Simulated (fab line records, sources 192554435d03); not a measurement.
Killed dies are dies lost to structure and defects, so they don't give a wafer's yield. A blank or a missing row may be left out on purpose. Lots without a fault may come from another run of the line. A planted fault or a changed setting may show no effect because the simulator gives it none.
fab line records | flow n5_finfet | part 2 of 2: steps 17 to 23 of 23
record lots=5 wafers=15 last_day=19
route steps=1938 shown HKMG_FIN@434
lots that met no fault: from a run of the same line without faults
start_h: hours from the record's first day to the start of the lot's first wafer shown | wait_h: hours since the lot's step before | " the same as in the row above | L1.1+2: a row that stands for several wafers | - no value, or no start given | * or withheld: withheld | < > ~ a bound
route shown NAME@n: a module of which the file shows steps, and the number in the route of the first | usual: mean/standard deviation of fault-free wafers | same: alike in all rows | chamber/n: place in a boat | sites: the reading at each site | _std_site: their standard deviation | _edge_site: outer sites' mean less inner sites' | radius_mm: how far each site lies from the wafer's centre | mask NAME#n: copy n | behind: the tool/chamber that last shaped the wafer | hold: why the lot was held/for how many hours/how that ended | device: the transistor (n, p or np) that didn't switch | end of line: the same wafers' tests at the end of the route | a step without rows: its recipe alone | killed: dies lost to structure and defects at the first sort, not the wafer's yield | map: a wafer's dies, x killed, . not, _ none there
set.NAME: the setting as run; set.NAME@STEP: as run at that earlier step | model.NAME: the simulator's own value behind a step, which no gauge read
lots at some steps of the route; a table a step, a row a wafer
services: from which hour (start_h, from the record's first day; less than 0 if before it) a tool's chamber was out of use, for how many hours, and why
## steps
# step N5_HKMG_FIN_COAT_66
# recipe resist=SOC temp_c=250 time_s=60 spin_rpm=1500 resist_thk_nm=300
# usual plate_temp_C=250.00/0.17
# columns lot.wafer tool chamber start_h wait_h plate_temp_C
L077.1 litho_track-01 0 98.83 0.2 250.25
L077.3 " 0 " " 250.38
L077.6 " 0 " " 250.21
L079.3 litho_track-05 0 108.85 0.2 250.05
L079.4 " 0 " " 249.85
L079.5 " 0 " " 250.00
L085.1 litho_track-02 0 148.41 0.2 250.20
L085.3 " 0 " " 250.37
L085.5 " 0 " " 250.13
L095.1 litho_track-05 0 206.83 0.2 250.26
L095.3 " 0 " " 249.97
L095.4 " 0 " " 249.98
L097.2 litho_track-02 0 226.85 0.2 250.33
L097.4 " 0 " " 249.90
L097.5 " 0 " " 250.18
# step N5_HKMG_FIN_ETCH_67
# recipe chemistry=N2/H2 target=SOC target_depth_a=3889 stop_on=TiN ion_energy_ev=100 bias_w=61 pressure_mtorr=30 source_w=850 n2_flow_sccm=200 h2_flow_sccm=200
# usual drypump_motor_current_A=5.9/0.42 oes_product_au=0.81/0.087 rf_vpp_V=240.8/1.6 showerhead_plenum_p_Torr=2.54/0.11 throttle_valve_pct=17.80/0.24
# columns lot.wafer tool chamber start_h wait_h drypump_motor_current_A oes_product_au rf_hours_counter_h rf_vpp_V showerhead_plenum_p_Torr throttle_valve_pct
L077.1 rie_diel-04 3 98.89 - 5.3 0.91 16 241.0 2.48 17.34
L077.3 " 3 " " 5.3 0.91 - 239.9 2.49 17.36
L077.6 " 3 " " 5.3 0.90 - 241.3 2.49 17.35
L079.3 rie_diel-03 1 109.06 - 5.9 0.88 - 242.0 2.58 17.81
L079.4 " 3 " " 5.5 0.91 - 242.5 2.72 17.49
L079.5 " 3 " " 5.4 0.89 - 243.6 2.72 17.51
L085.1 rie_diel-03 2 148.50 - 5.1 0.71 181 241.7 2.55 18.01
L085.3 " 1 " " 5.9 0.86 39 240.6 2.57 17.81
L085.5 " 1 " " 5.9 0.85 - 241.1 2.57 17.80
L095.1 rie_diel-04 0 206.91 - 6.3 0.91 20 238.4 2.48 17.40
L095.3 " 1 " " 6.3 0.87 50 239.6 2.59 17.74
L095.4 " 2 " " 6.4 0.71 212 239.0 2.41 18.21
L097.2 rie_diel-02 2 227.04 - 6.0 0.76 151 241.9 2.65 17.69
L097.4 " 1 " " 6.2 0.86 30 244.0 2.72 17.61
L097.5 " 3 " " 6.3 0.86 - 241.3 2.60 17.94
# step N5_HKMG_FIN_STRIP_90
# recipe chemistry=N2/H2 material=SOC time_s=20 power_w=500 temp_c=40 pressure_mtorr=50 rf_frequency_hz=6e+07 bias_power_w=8 h2_frac=0.5 n2_flow_sccm=300 h2_flow_sccm=300
# usual drypump_motor_current_A=5.9/0.43 oes_product_au=0.81/0.091 rf_vpp_V=54.3/0.82 showerhead_plenum_p_Torr=3.35/0.13 throttle_valve_pct=19.0/0.38
# columns lot.wafer tool chamber start_h wait_h drypump_motor_current_A oes_product_au rf_hours_counter_h rf_vpp_V showerhead_plenum_p_Torr throttle_valve_pct
L077.1 rie_diel-04 3 98.98 0.1 5.3 0.95 17 53.5 3.29 18.3
L077.3 " 3 " " 5.3 0.95 - 53.4 3.28 18.3
L077.6 " 3 " " 5.3 0.94 - 54.1 3.29 18.3
L079.3 rie_diel-03 1 109.15 0.1 5.9 0.90 - 53.5 3.41 18.8
L079.4 " 3 " " 5.5 0.90 - 56.4 3.58 18.7
L079.5 " 3 " " 5.4 0.91 - 54.5 3.58 18.7
L085.1 rie_diel-03 2 148.56 0.0 5.1 0.71 181 54.9 3.36 19.7
L085.3 " 1 " " 5.9 0.86 39 53.8 3.40 18.8
L085.5 " 1 " " 5.9 0.87 - 54.2 3.40 18.8
L095.1 rie_diel-04 0 206.97 0.0 6.3 0.93 20 54.3 3.28 18.6
L095.3 " 1 " " 6.3 0.89 50 54.6 3.41 18.8
L095.4 " 2 " " 6.3 0.71 212 54.0 3.19 19.2
L097.2 rie_diel-02 2 227.10 0.0 6.0 0.79 151 55.0 3.49 18.9
L097.4 " 1 " " 6.2 0.88 30 55.0 3.58 18.9
L097.5 " 3 " " 6.4 0.86 - 54.6 3.43 19.4
# step N5_HKMG_FIN_WET_ETCH_73
# recipe chemistry=SC1 mix=1:2:40 temp_c=50 time_s=42.3 target_depth_nm=1.3 dry=ipa_marangoni rinse_time_s=30 rinse_temp_c=23
# usual rinse_temp_c=23.01/0.11
# same rinse_time_s=30
# columns lot.wafer tool chamber start_h wait_h rinse_temp_c
L077.1 wet_bench-03 2 99.13 0.1 23.07
L077.3 " 4 " " 23.05
L077.6 " 3 " " 23.08
L079.3 wet_bench-03 6 109.25 0.1 22.81
L079.4 " 1 " " 22.88
L079.5 " 5 " " 23.00
L085.1 wet_bench-03 4 148.66 0.1 23.03
L085.3 " 7 " " 23.05
L085.5 " 1 " " 22.96
L095.1 wet_bench-06 2 207.07 0.1 23.10
L095.3 " 4 " " 23.03
L095.4 " 6 " " 23.21
L097.2 wet_bench-06 4 227.20 0.1 23.05
L097.4 " 7 " " 23.29
L097.5 " 3 " " 23.12
# step N5_HKMG_FIN_ETCHBACK_68
# recipe chemistry=Cl2/Ar stop_on=HfO2 target_depth_a=5 pressure_mtorr=10 icp_w=600 bias_w=60 Cl2_flow_sccm=40 Ar_flow_sccm=60
# usual drypump_motor_current_A=5.7/0.35 oes_product_au=0.75/0.12 throttle_valve_pct=20.85/0.29
# columns lot.wafer tool chamber start_h wait_h drypump_motor_current_A oes_product_au rf_hours_counter_h throttle_valve_pct
L077.1 rie_metal-01 0 99.19 0.0 5.8 0.61 117 21.28
L077.3 " 1 " " 5.1 0.81 - 20.71
L077.6 " 1 " " 5.2 0.80 - 20.72
L079.3 rie_metal-01 1 109.35 0.1 5.1 0.80 - 20.71
L079.4 " 0 " " 5.8 0.61 - 21.27
L079.5 " 0 " " 5.8 0.61 - 21.28
L085.1 rie_metal-02 1 148.72 0.0 5.6 0.89 6 20.64
L085.3 " 0 " " 5.9 0.79 - 20.38
L085.5 " 0 " " 5.9 0.79 - 20.38
L095.1 rie_metal-01 0 207.13 0.0 5.8 0.60 126 21.28
L095.3 " 0 " " 5.8 0.58 - 21.32
L095.4 " 1 " " 5.2 0.79 - 20.74
L097.2 rie_metal-01 1 227.26 0.0 5.1 0.78 36 20.73
L097.4 " 0 " " 5.8 0.59 - 21.28
L097.5 " 0 " " 5.8 0.59 - 21.29
# step N5_HKMG_FIN_STRIP_69
# recipe chemistry=N2/H2 power_w=2500 temp_c=300 h2_frac=0.65 time_s=360 pressure_mtorr=withheld n2_flow_sccm=1750 h2_flow_sccm=3250
# usual drypump_motor_current_A=5.5/0.46 heater_power_w=493/17
# columns lot.wafer tool chamber start_h wait_h drypump_motor_current_A heater_power_w rf_hours_counter_h
L077.1 plasma_asher-02 0 99.33 0.1 5.2 497 89
L077.3 " 1 " " 6.1 495 -
L077.6 " 1 " " 6.2 511 -
L079.3 plasma_asher-01 1 109.57 0.2 5.8 472 -
L079.4 " 0 " " 4.9 510 -
L079.5 " 0 " " 4.9 491 -
L085.1 plasma_asher-01 1 148.86 0.1 5.8 470 48
L085.3 " 1 " " 5.7 476 -
L085.5 " 1 " " 5.8 473 -
L095.1 plasma_asher-01 0 207.27 0.1 5.0 512 61
L095.3 " 1 " " 5.8 470 -
L095.4 " 0 " " 4.9 502 -
L097.2 plasma_asher-02 0 227.40 0.1 5.3 514 114
L097.4 " 0 " " 5.3 497 -
L097.5 " 1 " " 6.2 495 -
# step N5_HKMG_FIN_ALD_21
# recipe material=TiN target_thk_a=15 temp_c=400 ald_precursor_family=TiCl4 ald_co_reactant=NH3 pulse_time_s=1 purge_time_s=3 co_reactant_purge_time_s=2 co_reactant_pulse_time_s=2 ald_cycles=68 pressure_torr=3
# usual heater_power_w=869/100 precursor_pulse_height_rel=1.001/0.022
# columns lot.wafer tool chamber start_h wait_h heater_power_w precursor_pulse_height_rel
L077.1 ald_metal-02 1 99.71 0.3 773 0.998
L077.3 " 3 " " 782 1.025
L077.6 " 1 " " 798 0.988
L079.3 ald_metal-03 0 109.84 0.1 767 1.022
L079.4 " 1 " " 1002 1.018
L079.5 " 0 " " 762 0.982
L085.1 ald_metal-03 2 149.25 0.3 945 1.002
L085.3 " 1 " " 986 0.976
L085.5 " 0 " " 766 1.000
L095.1 ald_metal-04 3 207.66 0.3 757 1.017
L095.3 " 2 " " 717 0.982
L095.4 " 1 " " 944 0.979
L097.2 ald_metal-03 1 227.79 0.3 986 0.984
L097.4 " 0 " " 758 0.994
L097.5 " 1 " " 985 1.001
## services
# columns tool chamber start_h hours kind
ald_metal-03 3 79.87 6.0 repair
ald_metal-04 2 87.83 31.6 repair
wet_bench-05 - 94.36 3.3 repair
rie_diel-04 1 98.25 7.9 repair
rie_diel-04 - 101.94 0.2 repair
rie_diel-03 2 103.38 6.4 repair
rie_diel-03 0 107.48 11.9 repair
rie_diel-04 0 111.02 1.2 repair
plasma_asher-01 - 121.47 0.7 repair
rie_metal-01 - 127.81 0.4 repair
plasma_asher-01 - 129.22 2.8 pm
rie_diel-02 1 132.22 - clean
rie_diel-02 1 132.22 - consumable_replace:focus_ring
rie_metal-01 1 141.82 15.0 repair
rie_metal-02 - 144.10 1.1 repair
ald_metal-04 2 159.14 6.5 repair
ald_metal-03 - 161.14 1.1 repair
rie_diel-02 1 162.01 21.4 repair
rie_metal-02 - 165.01 0.2 repair
ald_metal-04 2 176.51 6.2 repair
rie_diel-02 3 179.16 26.0 repair
rie_diel-04 - 181.13 14.6 pm
ald_metal-02 0 184.41 9.5 repair
rie_metal-02 - 205.98 2.8 pm
